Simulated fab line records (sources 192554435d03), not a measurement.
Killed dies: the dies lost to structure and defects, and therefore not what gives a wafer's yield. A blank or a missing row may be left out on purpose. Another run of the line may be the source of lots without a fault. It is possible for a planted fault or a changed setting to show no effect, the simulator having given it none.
fab line records	flow n5-finfet
record: lots: 7	wafers: 21
route steps=1938 shown ZERO_LAYER@4 WELL_APT@36 FIN_SAQP@125 FIN_CUT@173 DUMMY_GATE@225
start-h: the number of hours between the record's first day and the start of the first shown wafer of the lot	wait-h: time in hours since the lot's previous step	" repeats the value in the row above	L1.1+2: a row that stands for several wafers	- no value, or no start was given	* or withheld: withheld	< > ~ a bound
route shown NAME@n: names a module that has steps shown in the file, with the first one's number in the route	usual: mean/standard deviation of fault-free wafers	same: alike in all rows	chamber/n: place in a boat	sites: per-site readings	_std_site: their standard deviation	_edge_site: outer sites' mean less inner sites'	radius-mm: how far each site lies from the wafer's centre	mask NAME#n: copy n	behind: the most recent tool/chamber to have shaped the wafer	hold: reason for holding the lot/hours on hold/outcome of the hold	device: the n, p or np transistor that did not switch	end of line: the same wafers' tests at the end of the route	a step with no rows: only its recipe	killed: dies that structure and defects cost at the first sort, which is not the same as the wafer's yield	map: the dies of a wafer, with x for killed, . for not killed, _ for no die there
set.NAME: the run value of the setting; set.NAME@STEP: its run value at that earlier step	model.NAME: the simulator's own value behind a step, which no gauge read
lots whose settings were changed on purpose; a table a step, a row a wafer
== steps ==
step: N5_ZERO_LAYER_PECVD_02
recipe: material: SiO2	target-thk-a: 100	temp-c: 400	precursor: SiH4/N2O	pressure-torr: 0.75	rf-w: 275	time-s: 6
lot.wafer	tool	chamber	start-h	wait-h	set.time-s	model.SiO2_of_ZERO_LAYER_PECVD_02.thk-nm
L074.2+6	pecvd-03	1,2	12.47	0.0	6.429	10.67
L074.5	"	0	"	"	6.429	10.59
L077.1	pecvd-03	0	30.28	0.0	6	9.729
L077.4	"	2	"	"	6	9.712
L077.5	"	1	"	"	6.612	11.05
L080.2	pecvd-03	0	48.28	0.0	6	9.667
L080.5	"	2	"	"	6.236	10.42
L080.6	"	0	"	"	6	9.837
L085.1	pecvd-02	2	78.30	0.0	6	9.994
L085.4	"	0	"	"	6	10
L085.5	"	1	"	"	6	10.47
L087.2	pecvd-01	2	90.28	0.0	6	9.735
L087.3	"	0	"	"	5.314	8.492
L087.6	"	1	"	"	5.314	8.614
L091.1	pecvd-02	0	114.47	0.0	6	9.815
L091.3	"	2	"	"	6	9.497
L091.6	"	1	"	"	6	10.1
L095.1	pecvd-01	1	138.28	0.0	6	10.1
L095.4	"	1	"	"	6	10.06
L095.5	"	0	"	"	6	10
step: N5_ZERO_LAYER_EXPOSE_08
recipe: mask-id: ZERO	na: 0.55	source-shape: conventional	sigma-outer: 0.8	polarization: unpolarized	defocus-nm: 0	target-cd-nm: 2000	dose-mj: 16.2
lot.wafer	tool	chamber	start-h	wait-h	mask	set.dose-mj
L074.2+5	krf-scanner-01	0	12.66	-	ZERO#0	16.2
L074.6	"	0	"	"	ZERO#0	17.16
L077.1+4+5	krf-scanner-02	0	30.59	-	ZERO#0	16.2
L080.2	krf-scanner-02	0	48.60	-	ZERO#0	16.2
L080.5+6	"	0	"	"	ZERO#0	15.44
L085.1+5	krf-scanner-02	0	78.48	-	ZERO#0	16.93
L085.4	"	0	"	"	ZERO#0	16.2
L087.2+3+6	krf-scanner-02	0	90.60	-	ZERO#0	16.2
L091.1+3	krf-scanner-02	0	114.78	-	ZERO#0	16.2
L091.6	"	0	"	"	ZERO#0	17.25
L095.1+4+5	krf-scanner-01	0	138.59	-	ZERO#0	16.2
step: N5_ZERO_LAYER_PEB_09
recipe: peb-temp-c: withheld	peb-time-s: *
step: N5_ZERO_LAYER_DEVELOP_10
recipe: develop-time-s: 60	rinse-liquid: diw	dry: air-spin	dev-temp-c: 21
step: N5_ZERO_LAYER_HARDBAKE_23
recipe: temp-c: 130	time-s: 120
step: N5_ZERO_LAYER_CD_MEAS_11
recipe: target-cd-nm: 2000	landing-energy-ev: 500	detector: se-inlens
usual: cd-nm: 1999.9/2
lot.wafer	tool	chamber	start-h	wait-h	set.dose-mj@ZERO_LAYER_EXPOSE_08	cd-nm
L074.2	cd-sem-02	0	12.83	-	16.2	1998.2
L074.5	"	0	"	"	16.2	1999.4
L074.6	"	0	"	"	17.16	2007.9
L077.1	cd-sem-01	0	30.77	-	16.2	1999.2
L077.4	"	0	"	"	16.2	2000.4
L077.5	"	0	"	"	16.2	1998.2
L080.2	cd-sem-02	0	48.77	-	16.2	2000.8
L080.5	"	0	"	"	15.44	1990.4
L080.6	"	0	"	"	15.44	1990.7
L085.1	cd-sem-01	0	78.66	-	16.93	2009.6
L085.4	"	0	"	"	16.2	2001.6
L085.5	"	0	"	"	16.93	2007.5
L087.2	cd-sem-03	0	90.77	-	16.2	2001.6
L087.3	"	0	"	"	16.2	2000.9
L087.6	"	0	"	"	16.2	1999.7
L091.1	cd-sem-03	0	114.95	-	16.2	2003.4
L091.3	"	0	"	"	16.2	1999.9
L091.6	"	0	"	"	17.25	2011.8
L095.1	cd-sem-01	0	138.77	-	16.2	1998.8
L095.4	"	0	"	"	16.2	2001.1
L095.5	"	0	"	"	16.2	2001.5
step: N5_ZERO_LAYER_DESCUM_16
recipe: chemistry: O2	time-s: 7.9	source-power-w: 50	bias-power-w: 20	pressure-mtorr: 20	rf-frequency-hz: 2.712e+07	temp-c: 40	o2-flow-sccm: 225
lot.wafer	tool	chamber	start-h	wait-h	set.dose-mj@ZERO_LAYER_EXPOSE_08	model.ZERO_LAYER.cd-nm
L074.2	rie-diel-04	3	12.87	0.0	16.2	1998
L074.5	"	3	"	"	16.2	2000
L074.6	"	2	"	"	17.16	2008
L077.1	rie-diel-05	1	31.07	0.3	16.2	1999
L077.4	"	0	"	"	16.2	2001
L077.5	"	1	"	"	16.2	1998
L080.2	rie-diel-04	0	48.81	0.0	16.2	2001
L080.5	"	1	"	"	15.44	1990
L080.6	"	3	"	"	15.44	1991
L085.1	rie-diel-04	2	78.70	0.0	16.93	2010
L085.4	"	1	"	"	16.2	2002
L085.5	"	2	"	"	16.93	2007
L087.2	rie-diel-05	0	90.80	0.0	16.2	-
L087.3	"	2	"	"	16.2	2001
L087.6	"	2	"	"	16.2	2000
L091.1	rie-diel-04	0	114.99	0.0	16.2	2003
L091.3	"	3	"	"	16.2	2000
L091.6	"	1	"	"	17.25	2012
L095.1	rie-diel-02	0	139.03	0.3	16.2	-
L095.4	"	2	"	"	16.2	2002
L095.5	"	0	"	"	16.2	2001
step: N5_WELL_APT_COAT_19
recipe: spin-rpm: 1357	resist-thk-nm: 950
lot.wafer	tool	chamber	start-h	wait-h	set.spin-rpm	model.coat_of_WELL_APT_COAT_19.thk-nm
L074.2	litho-track-05	0	-	-	1357	949
L074.5	"	0	"	"	1357	950.4
L074.6	"	0	"	"	1357	950.8
L077.1+5	litho-track-03	0	-	-	1214	1001
L077.4	"	0	"	"	1357	948.5
L080.2	litho-track-03	0	-	-	1357	945.5
L080.5	"	0	"	"	1264	981.3
L080.6	"	0	"	"	1264	982.1
L085.1	litho-track-03	0	-	-	1357	950.6
L085.4	"	0	"	"	1357	951.9
L085.5	"	0	"	"	1357	952.8
L087.2	litho-track-03	0	-	-	1357	952.4
L087.3	"	0	"	"	1357	950.6
L087.6	"	0	"	"	1357	948.8
L091.1	litho-track-03	0	-	-	1357	948.9
L091.3	"	0	"	"	1357	947.6
L091.6	"	0	"	"	1357	948.3
L095.1	litho-track-05	0	-	-	1357	952
L095.4	"	0	"	"	1357	948.4
L095.5	"	0	"	"	1357	949.7
step: N5_FIN_SAQP_SPACER1_ALD_24
recipe: material: SiO2	target-thk-a: 203	temp-c: 300	ald-precursor-family: BDEAS	ald-co-reactant: O2-plasma	pulse-time-s: 1	purge-time-s: 2	co-reactant-purge-time-s: 2	ald-cycles: 218	pressure-torr: 2
lot.wafer	tool	chamber	start-h	wait-h	set.temp-c
L074.2+6	ald-sin-01	2	22.68	0.3	293.3
L074.5	"	1	"	"	300
L077.1+4+5	ald-sin-03	2,0,1	40.84	0.7	300
L080.2+5	ald-sin-01	3,0	59.30	0.3	300
L080.6	"	1	"	"	293.7
L085.1	ald-sin-03	3	89.99	0.5	312.9
L085.4+5	"	1,3	"	"	300
L087.2	ald-sin-03	2	104.27	0.3	296.5
L087.3+6	"	1,0	"	"	300
L091.1+6	ald-sin-04	1,3	126.00	0.4	300
L091.3	"	2	"	"	287.7
L095.1+4+5	ald-sin-04	1,3,1	149.54	0.5	300
step: N5_FIN_SAQP_SPACER1_ETCHBACK_25
recipe: chemistry: CHF3/O2	mode: anisotropic-etchback	target: SiO2	target-depth-a: 244	time-s: 12.2	pressure-mtorr: 30	source-w: 650	bias-w: 170	Ar_flow_sccm: 200	CHF3_flow_sccm: 50	O2_flow_sccm: 5	ion-energy-ev: 200
step: N5_FIN_SAQP_MANDREL1_REMOVE_56
recipe: chemistry: HBr/Cl2/O2	bt-time-s: 10	target: a-Si	stop-on: SiNx	endpoint: OES-SiCl	over-etch-frac: 1	icp-w: 600	bias-w: 22	HBr_flow_sccm: 150	Cl2_flow_sccm: 80	O2_flow_sccm: 5	pressure-mtorr: 10
step: N5_FIN_SAQP_CD_MEAS_27
recipe: target-cd-nm: 20	landing-energy-ev: 1000	detector: se-inlens	polarity: line
usual: cd-nm: 20.36/0.23
lot.wafer	tool	chamber	start-h	wait-h	set.temp-c@FIN_SAQP_SPACER1_ALD_24	cd-nm
L074.2	cd-sem-02	0	23.61	0.1	293.3	20.65
L074.5	"	0	"	"	300	20.27
L074.6	"	0	"	"	293.3	20.81
L077.1	cd-sem-02	0	41.89	0.1	300	20.76
L077.4	"	0	"	"	300	20.20
L077.5	"	0	"	"	300	19.96
L080.2	cd-sem-02	0	60.22	0.1	300	20.60
L080.5	"	0	"	"	300	20.55
L080.6	"	0	"	"	293.7	20.99
L085.1	cd-sem-01	0	90.93	0.1	312.9	19.90
L085.4	"	0	"	"	300	20.61
L085.5	"	0	"	"	300	20.55
L087.2	cd-sem-02	0	105.19	0.1	296.5	20.74
L087.3	"	0	"	"	300	20.25
L087.6	"	0	"	"	300	20.34
L091.1	cd-sem-02	0	126.91	0.1	300	20.45
L091.3	"	0	"	"	287.7	21.32
L091.6	"	0	"	"	300	20.13
L095.1	cd-sem-03	0	150.45	0.1	300	20.32
L095.4	"	0	"	"	300	20.43
L095.5	"	0	"	"	300	20.21
step: N5_FIN_CUT_CUT_ETCH_26
recipe: chemistry: CH3F/O2	target: SiNx	target-depth-a: 390	mask-material: SOC	time-s: 55.7	pressure-mtorr: 30	source-w: 395	bias-w: 73	Ar_flow_sccm: 150	CH3F_flow_sccm: 30	O2_flow_sccm: 20	ion-energy-ev: 120
lot.wafer	tool	chamber	start-h	wait-h	set.time-s	model.etch.depth-nm	model.SOC_of_FIN_CUT_COAT_18.thk-nm
L074.2	rie-diel-02	0	27.23	0.0	55.7	38.52	212
L074.5	"	3	"	"	55.7	38.39	211.8
L074.6	"	2	"	"	55.7	38.7	212.2
L077.1	rie-diel-04	1	45.12	0.0	55.7	38.46	211
L077.4	"	1	"	"	55.7	38.5	211.2
L077.5	"	0	"	"	55.7	38.34	211.6
L080.2	rie-diel-05	0	63.31	0.0	55.7	39.05	211.6
L080.5	"	1	"	"	65.82	44.94	209.2
L080.6	"	0	"	"	55.7	39.09	211.8
L085.1	rie-diel-04	0	94.82	0.0	55.7	37.83	211.2
L085.4	"	1	"	"	43.83	30.07	214.2
L085.5	"	1	"	"	43.83	30.11	214.8
L087.2	rie-diel-04	0	108.37	0.0	55.7	38.21	211.6
L087.3	"	3	"	"	62.37	44	209.2
L087.6	"	3	"	"	62.37	43.67	209.2
L091.1	rie-diel-04	0	130.34	0.0	55.7	38.38	212
L091.3	"	2	"	"	44.3	31.56	215.2
L091.6	"	3	"	"	55.7	39.55	212
L095.1	rie-diel-04	1	153.46	0.0	55.7	38.49	212
L095.4	"	2	"	"	55.7	39.73	211.2
L095.5	"	1	"	"	55.7	38.42	211.8
step: N5_FIN_CUT_CUT_ETCH_27
recipe: chemistry: CHF3/O2	target: SiO2	target-depth-a: 40	mask-material: SOC	overetch-a: 20	time-s: 4.9	pressure-mtorr: 30	source-w: 650	bias-w: 170	Ar_flow_sccm: 200	CHF3_flow_sccm: 50	O2_flow_sccm: 5	ion-energy-ev: 200
lot.wafer	tool	chamber	start-h	wait-h	set.time-s@FIN_CUT_CUT_ETCH_26	model.SOC_of_FIN_CUT_COAT_18.thk-nm
L074.2	rie-diel-02	0	27.28	0.0	55.7	208.2
L074.5	"	3	"	"	55.7	208
L074.6	"	2	"	"	55.7	208.4
L077.1+4	rie-diel-04	1	45.16	0.0	55.7	207.4
L077.5	"	0	"	"	55.7	207.8
L080.2+6	rie-diel-05	0	63.35	0.0	55.7	207.8
L080.5	"	1	"	"	65.82	205.6
L085.1	rie-diel-04	0	94.87	0.0	55.7	207.4
L085.4	"	1	"	"	43.83	210.4
L085.5	"	1	"	"	43.83	211
L087.2	rie-diel-04	0	108.41	0.0	55.7	207.8
L087.3+6	"	3	"	"	62.37	205.2
L091.1+6	rie-diel-04	0,3	130.39	0.0	55.7	208
L091.3	"	2	"	"	44.3	211.2
L095.1	rie-diel-04	1	153.50	0.0	55.7	208.2
L095.4	"	2	"	"	55.7	207.4
L095.5	"	1	"	"	55.7	208
step: N5_FIN_CUT_CUT_ETCH_15
recipe: chemistry: HBr/Cl2/O2	target: Si	target-depth-a: 1000	bt-time-s: 10	mask-material: SOC	time-s: 42.4	ion-energy-ev: *	bias-w: *	pressure-mtorr: 10	icp-w: 800	HBr_flow_sccm: 150	Cl2_flow_sccm: 80	O2_flow_sccm: 12
lot.wafer	tool	chamber	start-h	wait-h	set.time-s	model.etch.depth-nm	model.FIN_CUT.feature-depth-nm	model.SOC_of_FIN_CUT_COAT_18.thk-nm
L074.2	rie-si-04	3	27.43	0.1	42.4	100.6	100.6	170.4
L074.5	"	0	"	"	42.4	98.17	98.2	171.4
L074.6	"	1	"	"	42.4	96.74	96.8	172
L077.1	rie-si-04	2	45.37	0.1	33.74	79.69	79.6	177.4
L077.4	"	0	"	"	33.74	78.86	78.8	178
L077.5	"	2	"	"	42.4	100.1	100	170.2
L080.2	rie-si-02	0	63.50	0.1	42.4	100.1	100.2	170.2
L080.5	"	1	"	"	37.95	88.37	88.4	172.4
L080.6	"	2	"	"	42.4	102.6	102.6	169.6
L085.1	rie-si-02	1	95.01	0.1	42.4	99.75	99.8	170
L085.4	"	2	"	"	42.4	102.6	102.6	172.2
L085.5	"	1	"	"	33.25	78.16	78.2	181.8
L087.2	rie-si-05	2	108.56	0.1	49.02	113.1	113.2	165.6
L087.3	"	3	"	"	49.02	117.3	117.4	161
L087.6	"	3	"	"	49.02	117.2	117.2	161.2
L091.1	rie-si-05	0	130.54	0.1	48.46	114.1	114	165.6
L091.3	"	2	"	"	42.4	97.92	98	174.6
L091.6	"	2	"	"	42.4	96.87	96.8	171.8
L095.1	rie-si-05	2	153.67	0.1	42.4	97.3	97.4	171.8
L095.4	"	1	"	"	42.4	98.84	98.8	170.4
L095.5	"	0	"	"	42.4	99.66	99.6	171
step: N5_FIN_CUT_CUT_ETCH_28
recipe: chemistry: HBr/Cl2/O2	target: Si	target-depth-a: 60	mask-material: SOC	time-s: 2.4	ion-energy-ev: *	bias-w: *	pressure-mtorr: 10	icp-w: 800	HBr_flow_sccm: 150	Cl2_flow_sccm: 80	O2_flow_sccm: 12
lot.wafer	tool	chamber	start-h	wait-h	set.time-s@FIN_CUT_CUT_ETCH_15	model.SOC_of_FIN_CUT_COAT_18.thk-nm
L074.2	rie-si-04	3	27.48	0.0	42.4	168.6
L074.5	"	0	"	"	42.4	169.8
L074.6	"	1	"	"	42.4	170.4
L077.1	rie-si-04	2	45.43	0.0	33.74	175.6
L077.4	"	0	"	"	33.74	176.4
L077.5	"	2	"	"	42.4	168.4
L080.2	rie-si-02	0	63.55	0.0	42.4	168.6
L080.5	"	1	"	"	37.95	170.8
L080.6	"	2	"	"	42.4	168
L085.1	rie-si-02	1	95.07	0.0	42.4	168.4
L085.4	"	2	"	"	42.4	170.4
L085.5	"	1	"	"	33.25	180.2
L087.2	rie-si-05	2	108.61	0.0	49.02	164
L087.3	"	3	"	"	49.02	159.2
L087.6	"	3	"	"	49.02	159.4
L091.1	rie-si-05	0	130.59	0.0	48.46	164
L091.3	"	2	"	"	42.4	173
L091.6	"	2	"	"	42.4	170
L095.1	rie-si-05	2	153.73	0.0	42.4	170.2
L095.4	"	1	"	"	42.4	168.6
L095.5	"	0	"	"	42.4	169.4
step: N5_DUMMY_GATE_COAT_09
recipe: resist: CAR-EUV	spin-rpm: 1500	resist-thk-nm: 30
lot.wafer	tool	chamber	start-h	wait-h	set.spin-rpm	model.CAR-EUV_of_DUMMY_GATE_COAT_09.thk-nm
L074.2+5+6	litho-track-01	0	-	-	1500	30
L077.1+4	litho-track-03	0	-	-	1447	30.6
L077.5	"	0	"	"	1500	30
L080.2+5	litho-track-01	0	-	-	1500	30.2
L080.6	"	0	"	"	1652	28.8
L085.1	litho-track-03	0	-	-	1500	29.8
L085.4+5	"	0	"	"	1500	30
L087.2+3	litho-track-01	0	-	-	1651	28.6
L087.6	"	0	"	"	1500	30.2
L091.1+6	litho-track-03	0	-	-	1617	29
L091.3	"	0	"	"	1500	30
L095.1	litho-track-01	0	-	-	1500	29.8
L095.4+5	"	0	"	"	1500	30
step: N5_DUMMY_GATE_EBR_11
recipe: solvent: PGMEA	ebr-width-mm: 1.5
step: N5_DUMMY_GATE_SOFTBAKE_10
recipe: temp-c: 110	time-s: 60	resist: CAR-EUV
step: N5_DUMMY_GATE_EXPOSE_12
recipe: mask-id: GATE	na: 0.33	source-shape: annular	sigma-inner: 0.2	sigma-outer: 0.6	polarization: unpolarized	target-cd-nm: 25	dose-mj: 34
step: N5_DUMMY_GATE_PEB_13
recipe: peb-temp-c: 100	peb-time-s: 60	resist: CAR-EUV
step: N5_DUMMY_GATE_DEVELOP_14
recipe: develop-time-s: 30	developer: TMAH	resist: CAR-EUV	rinse-liquid: surfactant-rinse	dry: air-spin	dev-temp-c: 23
lot.wafer	tool	chamber	start-h	wait-h	set.spin-rpm@DUMMY_GATE_COAT_09	model.CAR-EUV_of_DUMMY_GATE_COAT_09.thk-nm
L074.2	litho-track-04	0	-	-	1500	29.4
L074.5+6	"	0	"	"	1500	29.6
L077.1	litho-track-01	0	-	-	1447	30
L077.4	"	0	"	"	1447	30.2
L077.5	"	0	"	"	1500	29.6
L080.2	litho-track-03	0	-	-	1500	29.6
L080.5	"	0	"	"	1500	29.8
L080.6	"	0	"	"	1652	28.2
L085.1	litho-track-01	0	-	-	1500	29.4
L085.4+5	"	0	"	"	1500	29.6
L087.2+3	litho-track-01	0	-	-	1651	28.2
L087.6	"	0	"	"	1500	29.6
L091.1+6	litho-track-04	0	-	-	1617	28.4
L091.3	"	0	"	"	1500	29.6
L095.1	litho-track-03	0	-	-	1500	29.4
L095.4+5	"	0	"	"	1500	29.6
step: N5_DUMMY_GATE_DESCUM_20
recipe: chemistry: O2	time-s: 6.2	source-power-w: 50	bias-power-w: 20	pressure-mtorr: 20	rf-frequency-hz: 2.712e+07	temp-c: 40	resist: CAR-EUV	o2-flow-sccm: 225
step: N5_DUMMY_GATE_ETCH_29
recipe: chemistry: N2/H2	target: underlayer	target-depth-a: 130	ion-energy-ev: 200	pressure-mtorr: 30	source-w: 840	bias-w: 150	n2-flow-sccm: 200	h2-flow-sccm: 200
lot.wafer	tool	chamber	start-h	wait-h	set.spin-rpm@DUMMY_GATE_COAT_09	model.CAR-EUV_of_DUMMY_GATE_COAT_09.thk-nm
L074.2	rie-diel-05	3	48.80	0.0	1500	18.8
L074.5+6	"	0,2	"	"	1500	19
L077.1	rie-diel-02	1	63.75	0.0	1447	19.4
L077.4	"	0	"	"	1447	19.6
L077.5	"	0	"	"	1500	19
L080.2	rie-diel-02	1	82.28	0.0	1500	19
L080.5	"	2	"	"	1500	19.2
L080.6	"	0	"	"	1652	17.6
L085.1+4+5	rie-diel-05	3,0,3	115.56	0.0	1500	19
L087.2	rie-diel-05	0	126.35	0.0	1651	17.6
L087.3	"	1	"	"	1651	18
L087.6	"	3	"	"	1500	19
L091.1+6	rie-diel-04	1,3	148.45	0.0	1617	18
L091.3	"	3	"	"	1500	19
L095.1	rie-diel-04	0	172.12	0.0	1500	18.6
L095.4+5	"	3,0	"	"	1500	18.8
== key ==
split: step: N5_ZERO_LAYER_PECVD_02	setting: time-s	stated: 6	by: wafer
response: step: N5_ZERO_LAYER_PECVD_02	reading: model.SiO2_of_ZERO_LAYER_PECVD_02.thk-nm	change: +0.119	per: 1%	r: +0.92
split: step: N5_ZERO_LAYER_EXPOSE_08	setting: dose-mj	stated: 16.2	by: wafer
response: step: N5_ZERO_LAYER_CD_MEAS_11	reading: cd-nm	change: +1.67	per: 1%	r: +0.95
response: step: N5_ZERO_LAYER_DESCUM_16	reading: model.ZERO_LAYER.cd-nm	change: +1.66	per: 1%	r: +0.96
split: step: N5_WELL_APT_COAT_19	setting: spin-rpm	stated: 1357	by: wafer
response: step: N5_WELL_APT_COAT_19	reading: model.coat_of_WELL_APT_COAT_19.thk-nm	change: -5.07	per: 1%	r: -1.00
split: step: N5_FIN_SAQP_SPACER1_ALD_24	setting: temp-c	stated: 300	by: wafer
response: step: N5_FIN_SAQP_CD_MEAS_27	reading: cd-nm	change: -0.208	per: 1%	r: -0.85
split: step: N5_FIN_CUT_CUT_ETCH_26	setting: time-s	stated: 55.7	by: wafer
response: step: N5_FIN_CUT_CUT_ETCH_26	reading: model.etch.depth-nm	change: +0.364	per: 1%	r: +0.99
response: step: N5_FIN_CUT_CUT_ETCH_26	reading: model.SOC_of_FIN_CUT_COAT_18.thk-nm	change: -0.156	per: 1%	r: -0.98
response: step: N5_FIN_CUT_CUT_ETCH_27	reading: model.SOC_of_FIN_CUT_COAT_18.thk-nm	change: -0.154	per: 1%	r: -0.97
split: step: N5_FIN_CUT_CUT_ETCH_15	setting: time-s	stated: 42.4	by: wafer
response: step: N5_FIN_CUT_CUT_ETCH_15	reading: model.etch.depth-nm	change: +1.08	per: 1%	r: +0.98
response: step: N5_FIN_CUT_CUT_ETCH_15	reading: model.FIN_CUT.feature-depth-nm	change: +1.08	per: 1%	r: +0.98
response: step: N5_FIN_CUT_CUT_ETCH_15	reading: model.SOC_of_FIN_CUT_COAT_18.thk-nm	change: -0.433	per: 1%	r: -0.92
response: step: N5_FIN_CUT_CUT_ETCH_28	reading: model.SOC_of_FIN_CUT_COAT_18.thk-nm	change: -0.436	per: 1%	r: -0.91
split: step: N5_DUMMY_GATE_COAT_09	setting: spin-rpm	stated: 1500	by: wafer
response: step: N5_DUMMY_GATE_COAT_09	reading: model.CAR-EUV_of_DUMMY_GATE_COAT_09.thk-nm	change: -0.145	per: 1%	r: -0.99
response: step: N5_DUMMY_GATE_DEVELOP_14	reading: model.CAR-EUV_of_DUMMY_GATE_COAT_09.thk-nm	change: -0.146	per: 1%	r: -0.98
response: step: N5_DUMMY_GATE_ETCH_29	reading: model.CAR-EUV_of_DUMMY_GATE_COAT_09.thk-nm	change: -0.133	per: 1%	r: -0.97
